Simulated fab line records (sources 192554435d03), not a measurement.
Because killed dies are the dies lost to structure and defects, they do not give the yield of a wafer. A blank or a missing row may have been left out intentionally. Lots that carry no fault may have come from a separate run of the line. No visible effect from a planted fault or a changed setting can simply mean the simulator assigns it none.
fab line records	flow n5Finfet
[record] lots = 11	wafers = 32	lastDay = 17
route steps=1938 shown BEOL_M1@818 BEOL_M4@1111 PASSIVATION@1936
lots with no fault: from the same line, run without faults
startH: hours from the record's first day to the start of the lot's first wafer shown	waitH: hours since the lot's step before	" repeats the value in the row above	L1.1+2: a single row standing in for several wafers	- no value, or no start given	* or withheld: withheld	< > ~ a bound
route shown NAME@n: names a module that has steps shown in the file, with the first one's number in the route	usual: average and standard deviation across the fault-free wafers	same: alike in all rows	chamber/n: place in a boat	sites: readings site by site	_std_site: standard deviation of those values	_edge_site: the outer-site mean with the inner-site mean subtracted	radiusMm: for every site, how far away it sits from the centre of the wafer	mask NAME#n: copy n	behind: tool/chamber where the wafer was last shaped	hold: reason for holding the lot/hours on hold/outcome of the hold	device: the transistor (n, p or np) that didn't switch	end of line: tests of these same wafers at the route's end	step lacking rows: just its recipe	killed: dies that structure and defects cost at the first sort, which is not the same as the wafer's yield	map: a wafer's dies, x killed, . not, _ none there
set.NAME: the setting as run; set.NAME@STEP: as run at that earlier step	model.NAME: the simulator's own value behind a step, which no gauge read
one table for each step of the route and one row for each wafer, over a sample of lots
[[steps]]
[step N5_BEOL_M1_SPUTTER_81]
[recipe] material = Cu	targetThkA = 45	tempC = -20	chamberPressurePa = 0.07	powerW = withheld	timeS = 8.29
[usual] throttleValvePct = 29.8/1
lot.wafer	tool	chamber	startH	waitH	throttleValvePct
L596.2	pvdSputter-02	-	149.38	0.1	29.6
L596.3	"	-	"	"	30.8
L596.4	"	-	"	"	27.7
L598.2	pvdSputter-02	-	155.62	0.1	29.5
L598.3	"	-	"	"	27.6
L598.6	"	-	"	"	29.9
L599.3	pvdSputter-02	-	167.30	0.1	29.7
L599.4	"	-	"	"	31.4
L599.6	"	-	"	"	30.9
L600.3	pvdSputter-02	-	171.98	0.1	31.1
L600.4	"	-	"	"	29.6
L600.6	"	-	"	"	29.7
L603.2	pvdSputter-03	-	187.30	0.1	29.4
L603.3	"	-	"	"	30.1
L603.4	"	-	"	"	29.5
L604.1	pvdSputter-02	-	195.96	0.1	31.1
L604.5	"	-	"	"	29.7
L607.2	pvdSputter-01	-	214.75	0.1	29.1
L607.5	"	-	"	"	29.8
L607.6	"	-	"	"	31.0
L609.1	pvdSputter-03	-	233.70	0.1	29.6
L609.3	"	-	"	"	30.0
L609.5	"	-	"	"	29.8
L612.2	pvdSputter-03	-	246.62	0.1	29.9
L612.3	"	-	"	"	29.6
L612.5	"	-	"	"	28.7
L614.1	pvdSputter-02	-	251.49	0.1	29.7
L614.2	"	-	"	"	27.8
L614.5	"	-	"	"	29.6
L616.3	pvdSputter-01	-	268.03	0.1	29.2
L616.5	"	-	"	"	31.7
L616.6	"	-	"	"	29.5
[step N5_BEOL_M1_ANNEAL_82]
[recipe] tempC = 400	timeS = 240	ambient = vacuum
[usual] heaterPowerW = 808/59	susceptorTempC = 400.04/0.23
lot.wafer	tool	chamber	startH	waitH	heaterPowerW	susceptorTempC
L596.2	pvdSputter-02	-	149.46	0.0	763	399.90
L596.3	"	-	"	"	772	399.94
L596.4	"	-	"	"	903	400.30
L598.2	pvdSputter-02	-	155.70	0.0	764	400.32
L598.3	"	-	"	"	917	400.32
L598.6	"	-	"	"	778	399.93
L599.3	pvdSputter-02	-	167.38	0.0	789	400.44
L599.4	"	-	"	"	761	400.24
L599.6	"	-	"	"	762	400.44
L600.3	pvdSputter-02	-	172.06	0.0	775	400.40
L600.4	"	-	"	"	774	400.27
L600.6	"	-	"	"	778	400.17
L603.2	pvdSputter-03	-	187.38	0.0	814	399.86
L603.3	"	-	"	"	713	400.03
L603.4	"	-	"	"	780	400.23
L604.1	pvdSputter-02	-	196.04	0.0	755	400.06
L604.5	"	-	"	"	848	400.05
L607.2	pvdSputter-01	-	214.83	0.0	839	399.73
L607.5	"	-	"	"	817	399.25
L607.6	"	-	"	"	864	399.61
L609.1	pvdSputter-03	-	233.78	0.0	807	399.97
L609.3	"	-	"	"	757	400.10
L609.5	"	-	"	"	834	400.09
L612.2	pvdSputter-03	-	246.70	0.0	-	-
L612.3	"	-	"	"	-	-
L612.5	"	-	"	"	-	-
L614.1	pvdSputter-02	-	251.57	0.0	-	-
L614.2	"	-	"	"	-	-
L614.5	"	-	"	"	-	-
L616.3	pvdSputter-01	-	268.11	0.0	835	400.09
L616.5	"	-	"	"	817	399.82
L616.6	"	-	"	"	839	400.37
[step N5_BEOL_M1_ANNEAL_87]
[recipe] tempC = 400	timeS = 240	ambient = vacuum
[usual] heaterPowerW = 809/59	susceptorTempC = 399.99/0.22
lot.wafer	tool	chamber	startH	waitH	heaterPowerW	susceptorTempC
L596.2	pvdSputter-02	-	149.68	0.0	779	400.02
L596.3	"	-	"	"	766	399.76
L596.4	"	-	"	"	928	399.77
L598.2	pvdSputter-02	-	155.92	0.0	768	400.11
L598.3	"	-	"	"	938	400.24
L598.6	"	-	"	"	780	399.94
L599.3	pvdSputter-02	-	167.60	0.0	790	400.40
L599.4	"	-	"	"	741	399.84
L599.6	"	-	"	"	753	399.92
L600.3	pvdSputter-02	-	172.28	0.0	773	400.12
L600.4	"	-	"	"	778	400.23
L600.6	"	-	"	"	773	400.17
L603.2	pvdSputter-03	-	187.60	0.0	821	399.79
L603.3	"	-	"	"	725	399.81
L603.4	"	-	"	"	768	399.50
L604.1	pvdSputter-02	-	196.26	0.0	748	399.91
L604.5	"	-	"	"	855	400.43
L607.2	pvdSputter-01	-	215.05	0.0	855	399.80
L607.5	"	-	"	"	825	399.72
L607.6	"	-	"	"	872	399.96
L609.1	pvdSputter-03	-	234.00	0.0	801	400.12
L609.3	"	-	"	"	782	399.89
L609.5	"	-	"	"	808	400.08
L612.2	pvdSputter-03	-	246.92	0.0	722	399.90
L612.3	"	-	"	"	804	400.07
L612.5	"	-	"	"	790	400.01
L614.1	pvdSputter-02	-	251.79	0.0	772	400.10
L614.2	"	-	"	"	951	400.02
L614.5	"	-	"	"	793	400.02
L616.3	pvdSputter-01	-	268.33	0.0	848	399.83
L616.5	"	-	"	"	796	400.11
L616.6	"	-	"	"	855	399.77
[step N5_BEOL_M1_SPUTTER_92]
[recipe] material = Cu	targetThkA = 45	tempC = -20	chamberPressurePa = 0.07	powerW = withheld	timeS = 8.29
[usual] throttleValvePct = 29.9/1
lot.wafer	tool	chamber	startH	waitH	throttleValvePct
L596.2	pvdSputter-02	-	150.26	0.1	29.5
L596.3	"	-	"	"	31.2
L596.4	"	-	"	"	28.1
L598.2	pvdSputter-02	-	156.50	0.1	29.8
L598.3	"	-	"	"	28.0
L598.6	"	-	"	"	29.7
L599.3	pvdSputter-02	-	168.18	0.1	29.6
L599.4	"	-	"	"	31.3
L599.6	"	-	"	"	31.1
L600.3	pvdSputter-02	-	172.86	0.1	31.3
L600.4	"	-	"	"	29.7
L600.6	"	-	"	"	29.6
L603.2	pvdSputter-03	-	188.18	0.1	29.5
L603.3	"	-	"	"	29.9
L603.4	"	-	"	"	30.3
L604.1	pvdSputter-02	-	196.84	0.1	30.9
L604.5	"	-	"	"	29.4
L607.2	pvdSputter-01	-	215.63	0.1	28.9
L607.5	"	-	"	"	29.7
L607.6	"	-	"	"	31.2
L609.1	pvdSputter-03	-	234.58	0.1	29.5
L609.3	"	-	"	"	29.6
L609.5	"	-	"	"	29.8
L612.2	pvdSputter-03	-	247.50	0.1	30.0
L612.3	"	-	"	"	29.6
L612.5	"	-	"	"	28.7
L614.1	pvdSputter-02	-	252.37	0.1	29.8
L614.2	"	-	"	"	27.7
L614.5	"	-	"	"	29.5
L616.3	pvdSputter-01	-	268.91	0.1	29.0
L616.5	"	-	"	"	31.5
L616.6	"	-	"	"	29.3
[step N5_BEOL_M4_RC_MEAS_101]
[usual] DIBL_N = 36.1/2	DIBL_P = 36.3/2.4	IOFF_N = 0.15/0.035	IOFF_P = 0.21/0.039	ION_N = 672/15	ION_P = 463/9.7	SS_N = 71.5/0.7	SS_P = 73.2/0.75	VT_N = 251/3.6	VT_P = -250/3.8
lot.wafer	tool	chamber	startH	waitH	DIBL_N[mV/V]	DIBL_P[mV/V]	IOFF_N[nA/um]	IOFF_P[nA/um]	ION_N[uA/um]	ION_P[uA/um]	SS_N[mV/dec]	SS_P[mV/dec]	VT_N[mV]	VT_P[mV]
L596.2	prober-02	0	192.02	0.2	35.3	37.2	0.12	0.16	675	453	71.4	73.3	253	-258
L596.3	"	0	"	"	31.4	32.2	0.08	0.11	637	439	69.7	71.6	260	-262
L596.4	"	0	"	"	32.5	32.9	0.08	0.11	631	434	70.5	72.3	261	-262
L598.2	prober-02	0	195.51	0.2	37.0	38.5	0.18	0.27	695	480	71.8	74.5	247	-246
L598.3	"	0	"	"	34.6	35.6	0.13	0.20	671	468	71.5	73.2	254	-248
L598.6	"	0	"	"	35.8	36.7	0.16	0.23	691	478	70.7	74.0	248	-247
L599.3	prober-02	0	206.71	0.3	39.7	39.7	0.20	0.22	671	456	72.8	74.2	247	-252
L599.4	"	0	"	"	37.9	38.4	0.16	0.20	676	462	72.7	73.3	250	-257
L599.6	"	0	"	"	37.7	38.9	0.17	0.20	669	453	72.5	73.7	249	-253
L600.3	prober-01	0	214.52	0.8	35.6	35.5	0.15	0.21	667	464	71.7	73.1	250	-248
L600.4	"	0	"	"	33.7	34.3	0.15	0.19	670	457	70.9	72.5	249	-248
L600.6	"	0	"	"	35.2	35.2	0.16	0.21	677	461	71.2	73.4	246	-249
L603.2	prober-01	0	221.44	0.2	34.6	34.5	0.12	0.15	653	442	72.0	72.8	256	-254
L603.3	"	0	"	"	36.7	38.1	0.17	0.21	671	457	72.0	73.1	248	-253
L603.4	"	0	"	"	38.2	38.4	0.17	0.20	670	453	71.8	73.3	253	-254
L604.1	prober-02	0	239.84	0.0	37.0	37.7	0.18	0.24	682	470	72.2	73.9	246	-246
L604.5	"	0	"	"	38.6	39.9	0.22	0.30	697	473	72.5	74.0	246	-245
L607.2	prober-02	0	252.43	0.2	37.0	37.2	0.17	0.24	696	474	71.3	72.7	247	-248
L607.5	"	0	"	"	34.1	33.6	0.12	0.17	655	457	70.9	72.2	253	-253
L607.6	"	0	"	"	35.9	35.8	0.15	0.21	687	474	70.9	73.0	252	-252
L609.1	prober-02	0	276.00	0.0	33.3	33.1	0.13	0.18	667	452	70.4	72.3	250	-254
L609.3	"	0	"	"	38.0	38.7	0.20	0.27	680	462	72.8	73.7	247	-248
L609.5	"	0	"	"	34.9	33.5	0.13	0.17	664	451	72.6	73.3	253	-250
L612.2	prober-01	0	284.75	0.2	36.2	37.2	0.15	0.19	660	455	71.9	73.4	251	-253
L612.3	"	0	"	"	37.4	38.7	0.18	0.21	691	469	71.7	73.3	248	-250
L612.5	"	0	"	"	32.4	32.2	0.09	0.13	637	442	70.2	72.4	259	-258
L614.1	prober-01	0	306.77	0.0	37.0	37.2	0.18	0.24	672	458	72.1	73.5	248	-250
L614.2	"	0	"	"	32.3	31.4	0.10	0.15	652	457	70.9	71.8	258	-254
L614.5	"	0	"	"	34.5	34.8	0.14	0.21	665	458	71.1	72.5	252	-249
L616.3	prober-02	0	306.90	0.3	37.6	36.7	0.17	0.24	673	467	71.1	74.5	249	-247
L616.5	"	0	"	"	35.1	33.4	0.13	0.19	661	461	70.7	72.1	252	-249
L616.6	"	0	"	"	38.3	38.3	0.19	0.27	701	481	71.2	73.5	247	-243
[step N5_PASSIVATION_PROBE_49]
[usual] defectLimitedYield = 91.1/1.6	killed_at_M0_to_M3 = 35/11	killed_at_M4_up = 13/5.4	killedAtContacts = 13/6.5	killedAtFrontEnd = 40/14	killedAtOther = 4/3.1	killedDies = 105/18	killedOpen = 69/14	killedShort = 34/7.3	sort_bin_5_function = 5.2/0.96	sort_bin_6_memory = 3.4/0.77	sort_bin_8_speed = 0.02/0.13	sortNPass = 1075/19
[same] grossDies = 1180	killedAtBackSide = 0	sort_bin_4_leakage[%] = 0
lot.wafer	tool	chamber	startH	waitH	defectLimitedYield[%]	killed_at_M0_to_M3	killed_at_M4_up	killedAtContacts	killedAtFrontEnd	killedAtOther	killedDies	killedOpen	killedShort	sort_bin_5_function[%]	sort_bin_6_memory[%]	sort_bin_8_speed[%]	sortNPass
L612.5	prober-02	-	398.66	0.2	90.5	48	11	10	41	2	112	61	39	5.8	3.2	0.42	1063
// killed by level:class
L612.5 BEOL_M0_SAQP:geometricParticle:short=12 FIN_CUT:areaEtch=11 FIN_SAQP:geometricParticle:open=9 BEOL_M0_SAQP:geometricParticle:open=9 BEOL_M3:geometricParticle:open=9 BEOL_M2:geometricParticle:open=8 FIN_SAQP:geometricParticle:short=6 MOL_CONTACT_COAG:geometricParticle:short=5
[[key]]
[firstSign] step = N5_BEOL_M1_ANNEAL_82	reading = toolRecord	direction = missing
effect none on later readings
metAt N5_BEOL_M1_ANNEAL_82
struckLots L612,L614
[baselineLoss] step = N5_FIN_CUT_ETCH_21	wafers = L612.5
notActingAt N5_BEOL_M1_SPUTTER_81,N5_BEOL_M1_ANNEAL_87,N5_BEOL_M1_SPUTTER_92
onsetBetween 233.78 246.70
[fault] kind = skippedStepWhole	tool = pvdSputter-02,pvdSputter-03	chamber = -	onsetH = 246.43	steps = N5_BEOL_M1_ANNEAL_82	scope = struckLotsOnly
// baselineLoss: these wafers lose ten dies or more at that step, a loss of the line's own and not of a fault; the sort's usual values leave them out
